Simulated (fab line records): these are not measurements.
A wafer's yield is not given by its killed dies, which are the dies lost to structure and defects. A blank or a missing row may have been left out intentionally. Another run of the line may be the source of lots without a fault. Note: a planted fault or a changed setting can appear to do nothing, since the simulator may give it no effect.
fab line records	flow n5Finfet
record: lots: 7	wafers: 19	lastDay: 18
route steps=1938 shown HKMG_FIN@430 BEOL_M4@1111 PASSIVATION@1936
lots that met no fault: from a run of the same line without faults
startH: hours from the record's opening day to when the first of the lot's shown wafers began	waitH: time in hours since the lot's previous step	" as in the row above	L1.1+2: one row covering several wafers at once	- no value present, or no start provided	* or withheld: withheld	< > ~ a bound
route shown NAME@n: a module of which the file shows steps, and the number in the route of the first	usual: the fault-free wafers' mean and standard deviation	same: alike in all rows	chamber/n: place in a boat	sites: readings site by site	_std_site: standard deviation of those values	_edge_site: outer sites' mean less inner sites'	radiusMm: for every site, how far away it sits from the centre of the wafer	mask NAME#n: copy n	behind: the most recent tool/chamber to have shaped the wafer	hold: cause of the lot's hold/its duration in hours/its outcome	device: which transistor (n, p or np) failed to switch	end of line: the same wafers' tests at the end of the route	a step with no rows: only its recipe	killed: not the wafer's yield, but the dies lost to structure and defects at the first sort	map: dies across one wafer; x = killed, . = not, _ = none there
set.NAME: the setting that was run; set.NAME@STEP: the one run at that earlier step	model.NAME: the simulator's own value behind a step, which no gauge read
lots seen at some steps along the route; tables by step, rows by wafer
services: the hour from which a tool's chamber was out of use, counted from the record's first day as startH (under 0 if before that day), plus the number of hours and why
== steps ==
step: N5_HKMG_FIN_CD_MEAS_12
recipe: targetCdNm: 92.8	landingEnergyEv: 500	detector: seInlens
usual: cdNm: 92.7/0.74
lot.wafer	tool	chamber	startH	waitH	cdNm
L343.1	cdSem-01	0	79.59	-	94.4
L343.2	"	0	"	"	93.2
L343.5	"	0	"	"	93.0
L344.1	cdSem-02	0	85.57	-	92.9
L344.3	"	0	"	"	92.1
L344.6	"	0	"	"	92.4
L347.1	cdSem-01	0	108.27	-	94.0
L347.2	"	0	"	"	93.5
L347.6	"	0	"	"	94.3
L349.3	cdSem-03	0	121.08	-	93.1
L349.6	"	0	"	"	92.8
L350.2	cdSem-01	0	126.33	-	91.6
L350.3	"	0	"	"	92.2
L350.4	"	0	"	"	91.7
L361.1	cdSem-01	0	191.84	-	93.5
L361.5	"	0	"	"	93.7
L361.6	"	0	"	"	93.0
L362.3	cdSem-03	0	193.74	-	92.4
L362.6	"	0	"	"	93.3
step: N5_HKMG_FIN_OVL_MEAS_13
recipe: pointsPerWafer: 44
usual: NWFM_OVL: 0.2/0.72
lot.wafer	tool	chamber	startH	waitH	NWFM_OVL[nm]
L343.1	overlay-01	0	79.62	0.0	0.5
L343.2	"	0	"	"	-0.9
L343.5	"	0	"	"	-0.1
L344.1	overlay-01	0	85.60	0.0	0.1
L344.3	"	0	"	"	0.2
L344.6	"	0	"	"	-0.2
L347.1	overlay-01	0	108.31	0.0	-0.5
L347.2	"	0	"	"	-1.0
L347.6	"	0	"	"	-0.8
L349.3	overlay-02	0	121.11	0.0	1.6
L349.6	"	0	"	"	0.6
L350.2	overlay-02	0	126.36	0.0	0.8
L350.3	"	0	"	"	1.1
L350.4	"	0	"	"	0.7
L361.1	overlay-01	0	191.87	0.0	-0.8
L361.5	"	0	"	"	0.1
L361.6	"	0	"	"	0.4
L362.3	overlay-01	0	193.77	0.0	0.6
L362.6	"	0	"	"	-0.7
step: N5_HKMG_FIN_INSPECT_14
recipe: mode: adi	inspectInstrument: macro
usual: rawDefectCount: 1.9/1.2
lot.wafer	tool	chamber	startH	waitH	rawDefectCount
L343.1	defectInspect-01	-	79.65	0.0	0
L343.2	"	-	"	"	1
L343.5	"	-	"	"	2
L344.1	defectInspect-01	-	85.62	0.0	1
L344.3	"	-	"	"	2
L344.6	"	-	"	"	3
L347.1	defectInspect-02	-	108.33	0.0	3
L347.2	"	-	"	"	2
L347.6	"	-	"	"	2
L349.3	defectInspect-01	-	121.14	0.0	1
L349.6	"	-	"	"	3
L350.2	defectInspect-01	-	126.39	0.0	0
L350.3	"	-	"	"	3
L350.4	"	-	"	"	3
L361.1	defectInspect-02	-	191.89	0.0	1
L361.5	"	-	"	"	1
L361.6	"	-	"	"	2
L362.3	defectInspect-02	-	194.48	0.7	4
L362.6	"	-	"	"	4
step: N5_HKMG_FIN_DESCUM_17
recipe: chemistry: O2	timeS: 7.9	sourcePowerW: 50	biasPowerW: 20	pressureMtorr: 20	rfFrequencyHz: 2.712e+07	tempC: 40	resist: CAR-ArF	o2FlowSccm: 225
usual: drypumpMotorCurrentA: 5.7/0.32	oesProductAu: 0.81/0.092	rfVppV: 243.4/1.2	showerheadPlenumPTorr: 2.11/0.076	throttleValvePct: 20.42/0.3
lot.wafer	tool	chamber	startH	waitH	drypumpMotorCurrentA	oesProductAu	rfHoursCounterH	rfVppV	showerheadPlenumPTorr	throttleValvePct
L343.1	rieDiel-05	0	79.78	0.1	5.6	0.73	186	244.3	2.09	20.32
L343.2	"	1	"	"	5.3	0.83	58	246.0	2.22	20.23
L343.5	"	3	"	"	5.9	0.80	-	243.7	2.13	20.77
L344.1	rieDiel-03	0	85.65	0.0	5.6	0.70	225	243.4	2.18	20.71
L344.3	"	3	"	"	5.3	0.91	24	243.2	2.11	20.00
L344.6	"	3	"	"	5.3	0.89	-	244.0	2.11	20.00
L347.1	rieDiel-03	0	109.93	1.6	5.7	0.69	236	246.2	2.17	20.71
L347.2	"	2	"	"	6.2	0.85	38	246.1	2.23	20.87
L347.6	"	3	"	"	5.3	0.86	-	244.2	2.11	20.03
L349.3	rieDiel-03	2	121.17	0.0	6.2	0.84	46	244.7	2.23	20.90
L349.6	"	2	"	"	6.1	0.83	-	245.1	2.23	20.89
L350.2	rieDiel-05	0	126.42	0.0	5.6	0.72	206	242.9	2.09	20.35
L350.3	"	3	"	"	5.8	0.79	150	242.8	2.12	20.81
L350.4	"	0	"	"	5.6	0.72	-	241.6	2.09	20.36
L361.1	rieDiel-05	1	192.18	0.3	5.3	0.78	103	244.1	2.21	20.31
L361.5	"	1	"	"	5.3	0.79	-	245.4	2.21	20.29
L361.6	"	2	"	"	6.2	0.90	-	244.4	2.14	20.22
L362.3	rieDiel-05	0	194.60	0.1	5.6	0.69	232	242.3	2.08	20.38
L362.6	"	0	"	"	5.6	0.69	-	242.6	2.08	20.40
step: N5_HKMG_FIN_ETCH_31
recipe: chemistry: CF4	target: SiARC	targetDepthA: 455	maskMaterial: CAR-ArF	timeS: 75.8	ionEnergyEv: 80	pressureMtorr: 40	sourceW: 545	biasW: 36	Ar_flow_sccm: 100	cf4FlowSccm: 100	ends: cleared
usual: drypumpMotorCurrentA: 5.7/0.31	etchRfOnTimeS: 75.2/2.6	oesProductAu: 0.69/0.081	rfVppV: 184.2/1.2	showerheadPlenumPTorr: 2.15/0.072	throttleValvePct: 15.55/0.22
lot.wafer	tool	chamber	startH	waitH	drypumpMotorCurrentA	etchRfOnTimeS	oesProductAu	rfHoursCounterH	rfVppV	showerheadPlenumPTorr	throttleValvePct
L343.1	rieDiel-05	0	79.81	0.0	5.6	75.5	0.62	186	182.4	2.14	15.55
L343.2	"	1	"	"	5.3	76.1	0.71	58	184.0	2.25	15.33
L343.5	"	3	"	"	5.8	72.3	0.70	-	184.5	2.15	15.75
L344.1	rieDiel-03	0	85.69	0.0	5.7	73.5	0.60	225	185.8	2.19	15.73
L344.3	"	3	"	"	5.3	76.0	0.76	24	184.9	2.18	15.35
L344.6	"	3	"	"	5.3	75.6	0.76	-	183.8	2.18	15.35
L347.1	rieDiel-03	0	109.96	0.0	5.7	73.4	0.59	236	184.1	2.19	15.78
L347.2	"	2	"	"	6.2	75.7	0.75	38	185.3	2.27	15.87
L347.6	"	3	"	"	5.3	75.9	0.75	-	183.7	2.18	15.35
L349.3	rieDiel-03	2	121.20	0.0	6.2	75.7	0.74	46	186.5	2.27	15.88
L349.6	"	2	"	"	6.2	75.8	0.74	-	186.0	2.27	15.90
L350.2	rieDiel-05	0	126.46	0.0	5.6	75.0	0.62	206	184.0	2.14	15.58
L350.3	"	3	"	"	5.9	71.5	0.69	150	183.5	2.14	15.78
L350.4	"	0	"	"	5.6	75.5	0.61	-	184.8	2.14	15.57
L361.1	rieDiel-05	1	192.21	0.0	5.3	75.2	0.67	103	186.4	2.24	15.42
L361.5	"	1	"	"	5.3	76.0	0.66	-	184.7	2.23	15.43
L361.6	"	2	"	"	6.1	71.9	0.77	-	183.3	2.16	15.25
L362.3	rieDiel-05	0	194.64	0.0	5.6	75.3	0.59	232	182.6	2.13	15.62
L362.6	"	0	"	"	5.6	76.1	0.59	-	182.7	2.13	15.63
step: N5_HKMG_FIN_ETCH_32
recipe: chemistry: N2/H2	target: SOC	targetDepthA: 2400	tempC: 40	timeS: 300	ionEnergyEv: 200	maskMaterial: SiARC	pressureMtorr: 30	sourceW: 840	biasW: 150	n2FlowSccm: 200	h2FlowSccm: 200
usual: drypumpMotorCurrentA: 5.7/0.32	oesProductAu: 0.81/0.096	rfVppV: 524.2/2.5	showerheadPlenumPTorr: 2.56/0.095	throttleValvePct: 17.81/0.28
lot.wafer	tool	chamber	startH	waitH	drypumpMotorCurrentA	oesProductAu	rfHoursCounterH	rfVppV	showerheadPlenumPTorr	throttleValvePct
L343.1	rieDiel-05	0	79.87	0.0	5.6	0.73	186	521.9	2.53	17.67
L343.2	"	1	"	"	5.3	0.85	58	527.9	2.70	17.58
L343.5	"	3	"	"	5.8	0.83	-	524.5	2.56	18.19
L344.1	rieDiel-03	0	85.74	0.0	5.7	0.71	225	524.8	2.63	18.11
L344.3	"	3	"	"	5.3	0.88	24	526.0	2.62	17.81
L344.6	"	3	"	"	5.3	0.88	-	525.5	2.62	17.80
L347.1	rieDiel-03	0	110.02	0.0	5.7	0.69	236	524.6	2.63	18.13
L347.2	"	2	"	"	6.1	0.87	39	527.9	2.70	18.12
L347.6	"	3	"	"	5.3	0.86	-	525.7	2.61	17.81
L349.3	rieDiel-03	0	121.26	0.0	5.7	0.69	242	528.1	2.63	18.15
L349.6	"	3	"	"	5.3	0.84	-	526.3	2.61	17.83
L350.2	rieDiel-05	0	126.51	0.0	5.6	0.71	206	522.0	2.52	17.71
L350.3	"	3	"	"	5.8	0.81	150	524.5	2.56	18.23
L350.4	"	0	"	"	5.6	0.72	-	523.3	2.52	17.72
L361.1	rieDiel-05	1	192.27	0.0	5.3	0.79	103	525.8	2.68	17.67
L361.5	"	1	"	"	5.3	0.80	-	528.0	2.68	17.67
L361.6	"	2	"	"	6.2	0.89	-	524.3	2.55	17.24
L362.3	rieDiel-05	0	194.69	0.0	5.6	0.70	232	521.8	2.51	17.77
L362.6	"	0	"	"	5.6	0.70	-	523.0	2.51	17.75
step: N5_HKMG_FIN_STRIP_33
recipe: chemistry: N2/H2	tempC: 40	n2FlowSccm: 200	h2FlowSccm: 200	rfFrequencyHz: 6e+07
step: N5_HKMG_FIN_STRIP_34
recipe: chemistry: CF4	resist: SiARC	powerW: 300	biasPowerW: 75	pressureMtorr: 50	cf4FlowSccm: 150	rfFrequencyHz: 6e+07
usual: drypumpMotorCurrentA: 5.7/0.32	oesProductAu: 0.80/0.089	rfVppV: 271.3/1.5	showerheadPlenumPTorr: 1.80/0.057	throttleValvePct: 13.51/0.21
lot.wafer	tool	chamber	startH	waitH	drypumpMotorCurrentA	oesProductAu	rfHoursCounterH	rfVppV	showerheadPlenumPTorr	throttleValvePct
L343.1	rieDiel-05	0	80.06	0.0	5.6	0.72	186	271.3	1.79	13.49
L343.2	"	1	"	"	5.3	0.83	58	272.8	1.89	13.31
L343.5	"	3	"	"	5.8	0.78	-	270.6	1.80	13.72
L344.1	rieDiel-03	0	85.94	0.0	5.7	0.68	225	272.1	1.83	13.73
L344.3	"	3	"	"	5.3	0.88	24	272.6	1.83	13.30
L344.6	"	3	"	"	5.3	0.89	-	273.2	1.83	13.30
L347.1	rieDiel-03	0	110.21	0.0	5.6	0.68	236	272.1	1.83	13.76
L347.2	"	2	"	"	6.2	0.86	39	273.5	1.88	13.70
L347.6	"	3	"	"	5.3	0.86	-	271.2	1.83	13.34
L349.3	rieDiel-03	1	121.45	0.0	6.0	0.99	2	270.8	1.78	13.50
L349.6	"	2	"	"	6.2	0.85	-	272.7	1.88	13.73
L350.2	rieDiel-05	0	126.71	0.0	5.6	0.71	206	271.0	1.78	13.54
L350.3	"	3	"	"	5.9	0.77	151	271.3	1.79	13.74
L350.4	"	0	"	"	5.6	0.71	-	271.3	1.78	13.55
L361.1	rieDiel-05	1	192.46	0.0	5.3	0.77	103	273.9	1.87	13.41
L361.5	"	1	"	"	5.3	0.78	-	272.0	1.87	13.41
L361.6	"	2	"	"	6.2	0.86	-	272.2	1.82	13.23
L362.3	rieDiel-05	0	194.88	0.0	5.6	0.69	232	269.8	1.78	13.60
L362.6	"	0	"	"	5.6	0.69	-	270.3	1.78	13.59
step: N5_HKMG_FIN_ETCH_35
recipe: chemistry: N2/H2	target: SOC	targetDepthA: 2158	ionEnergyEv: 65	biasW: 5	sourceW: 3000	timeS: 243.4	pressureMtorr: 30	n2FlowSccm: 200	h2FlowSccm: 200
step: N5_HKMG_FIN_STRIP_92
recipe: chemistry: N2/H2	material: SOC	timeS: 20	powerW: 500	tempC: 40	pressureMtorr: 50	rfFrequencyHz: 6e+07	biasPowerW: 8	h2Frac: 0.5	n2FlowSccm: 300	h2FlowSccm: 300
usual: drypumpMotorCurrentA: 5.8/0.32	oesProductAu: 0.81/0.096	rfVppV: 54.2/0.91	showerheadPlenumPTorr: 3.38/0.12	throttleValvePct: 19.1/0.52
lot.wafer	tool	chamber	startH	waitH	drypumpMotorCurrentA	oesProductAu	rfHoursCounterH	rfVppV	showerheadPlenumPTorr	throttleValvePct
L343.1	rieDiel-05	0	80.23	0.1	5.6	0.73	186	56.1	3.34	19.0
L343.2	"	1	"	"	5.4	0.82	58	54.7	3.56	18.6
L343.5	"	3	"	"	5.9	0.80	-	53.9	3.39	20.0
L344.1	rieDiel-03	0	86.10	0.1	5.7	0.70	225	54.2	3.47	19.5
L344.3	"	3	"	"	5.3	0.90	24	54.6	3.45	19.2
L344.6	"	3	"	"	5.3	0.89	-	55.9	3.45	19.2
L347.1	rieDiel-03	0	110.38	0.1	5.7	0.68	236	53.9	3.47	19.5
L347.2	"	2	"	"	6.2	0.87	39	54.7	3.55	19.1
L347.6	"	3	"	"	5.3	0.87	-	54.7	3.45	19.2
L349.3	rieDiel-03	1	121.62	0.1	6.0	1.01	2	56.2	3.30	19.3
L349.6	"	2	"	"	6.2	0.85	-	53.7	3.55	19.1
L350.2	rieDiel-05	0	126.87	0.1	5.6	0.72	206	54.3	3.33	19.0
L350.3	"	3	"	"	5.8	0.80	151	55.5	3.38	20.1
L350.4	"	0	"	"	5.6	0.71	-	54.5	3.33	19.0
L361.1	rieDiel-05	1	192.63	0.1	5.3	0.77	103	54.5	3.53	18.7
L361.5	"	1	"	"	5.3	0.77	-	53.6	3.54	18.7
L361.6	"	2	"	"	6.2	0.90	-	54.5	3.37	18.1
L362.3	rieDiel-05	0	195.05	0.1	5.6	0.71	232	54.8	3.31	19.1
L362.6	"	0	"	"	5.6	0.71	-	53.9	3.31	19.1
step: N5_HKMG_FIN_WET_ETCH_18
recipe: chemistry: SC1	target: TiN	mix: 1:1:5	tempC: *	timeS: 55	targetDepthNm: 5.2	dry: ipaMarangoni	rinseTimeS: 30	rinseTempC: 23
step: N5_HKMG_FIN_STRIP_19
recipe: chemistry: N2/H2	powerW: 2500	tempC: 300	h2Frac: 0.65	timeS: 360	pressureMtorr: withheld	n2FlowSccm: 1750	h2FlowSccm: 3250
step: N5_HKMG_FIN_ALD_91
recipe: material: TiN	targetThkA: 10	tempC: 400	aldPrecursorFamily: TiCl4	aldCoReactant: NH3	pulseTimeS: 1	purgeTimeS: 3	coReactantPurgeTimeS: 2	coReactantPulseTimeS: 2	aldCycles: 47	pressureTorr: 3
usual: coReactantPulseTimeS: 2/0	heaterPowerW: 870/83	precursorPulseHeightRel: 0.998/0.021
lot.wafer	tool	chamber	startH	waitH	coReactantPulseTimeS	heaterPowerW	precursorPulseHeightRel
L343.1	aldMetal-02	1	80.76	0.3	2	854	1.005
L343.2	"	2	"	"	2	868	1.024
L343.5	"	0	"	"	2	730	0.995
L344.1	aldMetal-03	2	86.63	0.3	2	907	0.995
L344.3	"	3	"	"	2	796	1.012
L344.6	"	1	"	"	2	917	0.980
L347.1	aldMetal-03	0	110.91	0.3	2	1003	1.039
L347.2	"	1	"	"	1.3004	914	1.014
L347.6	"	3	"	"	2	843	0.993
L349.3	aldMetal-03	3	122.17	0.1	1.3004	848	1.037
L349.6	"	3	"	"	2	821	0.977
L350.2	aldMetal-03	3	127.63	0.3	1.3004	838	1.031
L350.3	"	0	"	"	1.3004	1019	0.972
L350.4	"	1	"	"	2	919	1.026
L361.1	aldMetal-04	2	193.20	0.3	2	790	1.015
L361.5	"	3	"	"	2	886	1.013
L361.6	"	2	"	"	2	807	1.012
L362.3	aldMetal-02	0	195.58	0.1	2	716	0.995
L362.6	"	1	"	"	2	821	0.979
step: N5_HKMG_FIN_COAT_85
recipe: resist: SOC	tempC: 250	timeS: 60	spinRpm: 1500	resistThkNm: 300
step: N5_BEOL_M4_RC_MEAS_101
usual: DIBL_N: 36.2/2.4	DIBL_P: 36.2/2.6	IOFF_N: 0.16/0.045	IOFF_P: 0.21/0.046	ION_N: 674/17	ION_P: 463/11	SS_N: 71.5/0.77	SS_P: 73.1/0.76	VT_N: 250/3.9	VT_P: -250/3.9
lot.wafer	tool	chamber	startH	waitH	DIBL_N[mV/V]	DIBL_P[mV/V]	IOFF_N[nA/um]	IOFF_P[nA/um]	ION_N[uA/um]	ION_P[uA/um]	SS_N[mV/dec]	SS_P[mV/dec]	VT_N[mV]	VT_P[mV]
L343.1	prober-02	0	162.63	0.0	36.4	35.7	0.17	0.18	682	463	70.9	73.1	247	-252
L343.2	"	0	"	"	38.5	39.4	0.20	0.23	680	459	71.7	73.4	247	-253
L343.5	"	0	"	"	35.7	35.6	0.14	0.17	682	463	70.7	73.1	247	-255
L344.1	prober-01	0	165.70	0.0	30.4	32.6	0.09	0.12	648	452	70.9	71.9	259	-259
L344.3	"	0	"	"	35.5	37.9	0.16	0.17	673	451	71.7	73.4	249	-256
L344.6	"	0	"	"	30.5	32.3	0.09	0.12	646	441	70.9	72.7	261	-259
L347.1	prober-01	0	188.25	0.0	35.2	36.5	0.15	0.21	683	475	71.0	73.4	250	-249
L347.2	"	0	"	"	32.9	34.5	0.13	0.17	668	465	70.4	72.9	251	-252
L347.6	"	0	"	"	33.4	33.9	0.12	0.18	667	466	70.9	72.0	252	-252
L350.2	prober-02	0	240.86	0.2	33.0	34.8	0.12	0.15	676	461	70.8	71.3	254	-257
L350.3	"	0	"	"	34.4	34.3	0.12	0.13	634	433	72.0	71.5	254	-258
L350.4	"	0	"	"	36.4	38.0	0.14	0.18	659	457	72.1	73.3	252	-253
L361.1	prober-01	0	292.08	0.0	36.8	34.6	0.17	0.21	655	453	72.6	72.8	252	-250
L361.5	"	0	"	"	36.9	37.5	0.18	0.25	694	483	71.2	73.4	248	-246
L361.6	"	0	"	"	38.8	38.0	0.24	0.25	682	459	73.1	74.0	245	-246
L362.3	prober-02	0	294.65	0.3	33.9	33.7	0.14	0.17	694	471	70.7	73.0	246	-252
L362.6	"	0	"	"	34.7	35.6	0.15	0.19	697	473	71.7	72.7	247	-250
L349.3	prober-01	0	311.50	0.3	34.8	34.4	0.13	0.16	676	461	70.3	72.4	251	-254
L349.6	"	0	"	"	36.2	36.6	0.15	0.19	679	472	71.4	72.8	250	-252
step: N5_PASSIVATION_PROBE_49
usual: defectLimitedYield: 91.2/1.4	killed_at_M0_to_M3: 33/9.5	killed_at_M4_up: 13/4.7	killedAtContacts: 11/5.3	killedAtFrontEnd: 42/12	killedAtOther: 5/3.3	killedDies: 104/17	killedOpen: 67/12	killedShort: 33/7.7	sort_bin_5_function: 5.1/0.94	sort_bin_6_memory: 3.3/0.67	sort_bin_8_speed: 0.1/1.3	sortNPass: 1074/24	sortYieldPct: 91.1/2
same: grossDies: 1180	killedAtBackSide: 0	sort_bin_4_leakage[%]: 0
lot.wafer	tool	chamber	startH	waitH	defectLimitedYield[%]	killed_at_M0_to_M3	killed_at_M4_up	killedAtContacts	killedAtFrontEnd	killedAtOther	killedDies	killedOpen	killedShort	sort_bin_5_function[%]	sort_bin_6_memory[%]	sort_bin_8_speed[%]	sortNPass	sortYieldPct[%]
L343.1	prober-01	-	241.57	0.0	90.3	36	14	11	48	5	114	72	41	6.1	3.1	0	1066	90.3
L343.2	prober-01	-	241.62	0.1	88.4	30	21	21	55	10	137	85	45	6.9	4.2	0	1043	88.4
L343.5	prober-01	-	241.77	0.2	89.3	40	14	14	56	2	126	80	43	5.8	4.4	0	1054	89.3
L347.1	prober-01	-	279.31	0.0	91.4	22	15	20	43	2	102	72	25	5.1	2.8	0	1078	91.4
L347.2	prober-01	-	279.36	0.1	92.5	16	12	12	47	2	89	54	24	3.4	3.2	0	1091	92.5
L347.6	prober-01	-	279.56	0.3	91.4	27	13	21	40	1	102	70	29	5.3	3.1	0	1078	91.4
L350.2	prober-02	-	345.63	0.1	88.9	44	18	16	47	6	131	79	48	6.2	4.4	0	1049	88.9
L350.3	prober-02	-	345.68	0.1	88.9	36	12	20	62	1	131	80	41	6.6	3.4	14.1	883	74.8
L350.4	prober-02	-	345.73	0.2	88.7	34	21	23	48	7	133	83	40	7.2	3.6	0	1047	88.7
L361.1	prober-01	-	398.87	0.0	91.4	44	16	5	30	7	102	64	38	4.8	3.6	0	1078	91.4
L361.5	prober-01	-	399.07	0.2	90.8	46	11	10	37	5	109	74	34	6.3	2.7	0	1071	90.8
L361.6	prober-01	-	399.12	0.3	92.7	35	9	8	26	8	86	55	31	4.2	2.8	0	1094	92.7
L362.3	prober-02	-	406.99	0.1	90.6	26	21	19	44	1	111	90	15	5.2	3.6	0	1069	90.6
L362.6	prober-02	-	407.14	0.3	92.5	32	14	8	31	4	89	62	25	4.7	2.8	0	1091	92.5
L349.3	prober-01	-	423.86	0.1	90.0	53	13	12	37	3	118	65	32	4.7	3.5	0	1062	90.0
L349.6	prober-01	-	424.01	0.3	90.9	45	17	12	28	5	107	67	32	5.3	3.7	0	1073	90.9
killed by level:class
L343.1 FIN_SAQP:geometricParticle:open=16 BEOL_M0_SAQP:geometricParticle:short=12 MOL_CONTACT_COAG:geometricParticle:open=9 STI_FIN_REVEAL:geometricParticle:open=8 BEOL_M2:geometricParticle:open=7 FIN_SAQP:geometricParticle:short=4 STI_FIN_REVEAL:geometricParticle:short=4 GATE_CUT:geometricParticle:short=4
L343.2 MOL_CONTACT_COAG:geometricParticle:open=19 BEOL_M0_SAQP:geometricParticle:short=13 FIN_SAQP:geometricParticle:open=12 STI_FIN_REVEAL:geometricParticle:open=9 BEOL_M0_SAQP:geometricParticle:open=8 FIN_SAQP:geometricParticle:short=7 STARTING-WAFER:geometricParticle:open=7 GATE_CUT:geometricParticle:short=6
L343.5 FIN_SAQP:geometricParticle:open=21 FIN_SAQP:geometricParticle:short=14 MOL_CONTACT_COAG:geometricParticle:open=12 BEOL_M2:geometricParticle:open=9 BEOL_M0_SAQP:geometricParticle:short=8 BEOL_M0_SAQP:geometricParticle:open=5 BEOL_M4:geometricParticle:open=5 STI_FIN_REVEAL:geometricParticle:short=4
L347.1 MOL_CONTACT_COAG:geometricParticle:open=17 DUMMY_GATE:geometricParticle:open=9 BEOL_M4:geometricParticle:open=6 ILD0:geometricParticle:open=6 BEOL_M2:geometricParticle:open=6 GATE_CUT:geometricParticle:short=5 BEOL_M1:geometricParticle:open=5 FIN_SAQP:geometricParticle:open=4
L347.2 MOL_CONTACT_COAG:geometricParticle:open=10 ILD0:geometricParticle:open=9 HKMG_FIN:areaAld=9 BEOL_M3:geometricParticle:open=6 FIN_SAQP:geometricParticle:short=5 STI_FIN_REVEAL:geometricParticle:open=5 ILD0:geometricParticle:short=5 BEOL_M2:geometricParticle:open=4
L347.6 MOL_CONTACT_COAG:geometricParticle:open=15 STI_FIN_REVEAL:geometricParticle:open=11 BEOL_M2:geometricParticle:open=9 FIN_SAQP:geometricParticle:short=7 BEOL_M4:geometricParticle:open=7 MOL_CONTACT_COAG:geometricParticle:short=6 FIN_SAQP:geometricParticle:open=5 BEOL_M1:geometricParticle:open=5
L350.2 BEOL_M0_SAQP:geometricParticle:short=16 BEOL_M0_SAQP:geometricParticle:open=14 MOL_CONTACT_COAG:geometricParticle:open=13 BEOL_M3:geometricParticle:open=9 STI_FIN_REVEAL:geometricParticle:open=8 FIN_SAQP:geometricParticle:short=7 DUMMY_GATE:geometricParticle:open=6 GATE_CUT:geometricParticle:open=5
L350.3 BEOL_M0_SAQP:geometricParticle:open=18 MOL_CONTACT_COAG:geometricParticle:open=16 STI_FIN_REVEAL:geometricParticle:open=15 FIN_SAQP:geometricParticle:short=11 BEOL_M0_SAQP:geometricParticle:short=9 GATE_CUT:geometricParticle:short=7 HKMG_FIN:areaAld=7 BEOL_M3:geometricParticle:open=6
L350.4 MOL_CONTACT_COAG:geometricParticle:open=20 FIN_SAQP:geometricParticle:open=14 BEOL_M0_SAQP:geometricParticle:short=10 BEOL_M0_SAQP:geometricParticle:open=9 FIN_SAQP:geometricParticle:short=8 PASSIVATION:areaEtch=6 GATE_CUT:geometricParticle:open=5 BEOL_M2:geometricParticle:open=5
L361.1 BEOL_M0_SAQP:geometricParticle:short=12 STI_FIN_REVEAL:geometricParticle:open=10 BEOL_M5:geometricParticle:open=7 BEOL_M0_SAQP:geometricParticle:open=7 BEOL_M2:geometricParticle:open=7 MOL_CONTACT_COAG:geometricParticle:open=5 DUMMY_GATE:geometricParticle:open=5 BEOL_M0:geometricParticle:open=5
L361.5 BEOL_M3:geometricParticle:open=14 STI_FIN_REVEAL:geometricParticle:open=14 BEOL_M2:geometricParticle:open=10 MOL_CONTACT_COAG:geometricParticle:open=8 GATE_CUT:geometricParticle:short=7 BEOL_M0_SAQP:geometricParticle:short=7 BEOL_M1:geometricParticle:open=6 FIN_SAQP:geometricParticle:short=4
L361.6 BEOL_M3:geometricParticle:open=11 STI_FIN_REVEAL:geometricParticle:open=7 BEOL_M0_SAQP:geometricParticle:open=7 MOL_CONTACT_COAG:geometricParticle:open=6 FIN_SAQP:geometricParticle:short=5 BEOL_M0_SAQP:geometricParticle:short=5 BEOL_M1:geometricParticle:open=4 BEOL_M2:geometricParticle:open=4
L362.3 STI_FIN_REVEAL:geometricParticle:open=16 MOL_CONTACT_COAG:geometricParticle:open=16 DUMMY_GATE:geometricParticle:open=9 BEOL_M4:geometricParticle:open=8 BEOL_M0_SAQP:geometricParticle:open=7 BEOL_M2:geometricParticle:open=7 BEOL_M3:geometricParticle:open=7 BEOL_M6:geometricParticle:open=6
L362.6 BEOL_M2:geometricParticle:open=9 BEOL_M3:geometricParticle:open=8 MOL_CONTACT_COAG:geometricParticle:open=7 BEOL_M1:geometricParticle:open=7 DUMMY_GATE:geometricParticle:open=5 BEOL_M4:geometricParticle:open=5 STI_FIN_REVEAL:geometricParticle:open=4 GATE_CUT:geometricParticle:open=4
L349.3 BEOL_M2:geometricParticle:open=15 HKMG_FIN:areaAld=13 BEOL_M1:geometricParticle:open=12 MOL_CONTACT_COAG:geometricParticle:open=8 BEOL_M0_SAQP:geometricParticle:short=8 HKMG_FIN:areaEtch=7 BEOL_M0_SAQP:geometricParticle:open=6 BEOL_M3:geometricParticle:open=5
L349.6 BEOL_M0_SAQP:geometricParticle:open=11 BEOL_M0_SAQP:geometricParticle:short=10 STI_FIN_REVEAL:geometricParticle:open=9 BEOL_M4:geometricParticle:open=9 MOL_CONTACT_COAG:geometricParticle:open=7 BEOL_M2:geometricParticle:open=7 BEOL_M3:geometricParticle:open=6 BEOL_M1:geometricParticle:open=5
== services ==
tool	chamber	startH	hours	kind
aldMetal-03	0	60.46	3.0	repair
rieDiel-05	2	71.65	3.2	repair
rieDiel-05	1	71.87	4.6	repair
rieDiel-05	2	77.21	-	clean
rieDiel-05	2	77.21	-	consumableReplace:focusRing
rieDiel-05	2	77.21	19.9	scheduledDown
rieDiel-05	2	77.21	19.9	ventCycle
rieDiel-03	1	92.52	-	clean
rieDiel-03	1	92.52	-	consumableReplace:focusRing
rieDiel-03	1	92.52	24.2	scheduledDown
rieDiel-03	1	92.52	24.2	ventCycle
aldMetal-02	1	99.56	10.5	repair
aldMetal-02	3	107.14	4.9	repair
aldMetal-03	2	112.37	26.4	repair
rieDiel-05	2	126.24	11.1	repair
aldMetal-04	-	133.89	0.6	repair
aldMetal-03	0	136.44	27.4	repair
rieDiel-03	0	141.00	-	clean
rieDiel-03	0	141.00	-	consumableReplace:focusRing
rieDiel-03	0	141.00	21.1	scheduledDown
rieDiel-03	0	141.00	21.1	ventCycle
aldMetal-04	0	170.61	24.0	repair
rieDiel-03	3	191.96	1.7	repair
== key ==
firstSign: step: N5_HKMG_FIN_ALD_91	reading: coReactantPulseTimeS	direction: down	sigmas: 99+	usual: *	struck: *
effect none on later readings
metAt N5_HKMG_FIN_ALD_91
struckWafers L347.2,L349.3,L350.2,L350.3
onsetBetween 86.63 110.91
fault: kind: processParameterDrift	tool: aldMetal-03	chamber: -	onsetH: 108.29	steps: N5_HKMG_FIN_ALD_91	channel: coReactantPulseTimeS	offset: *	shape: step	endH: 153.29	scope: struckWafersOnly	actsIn: *	stated: *
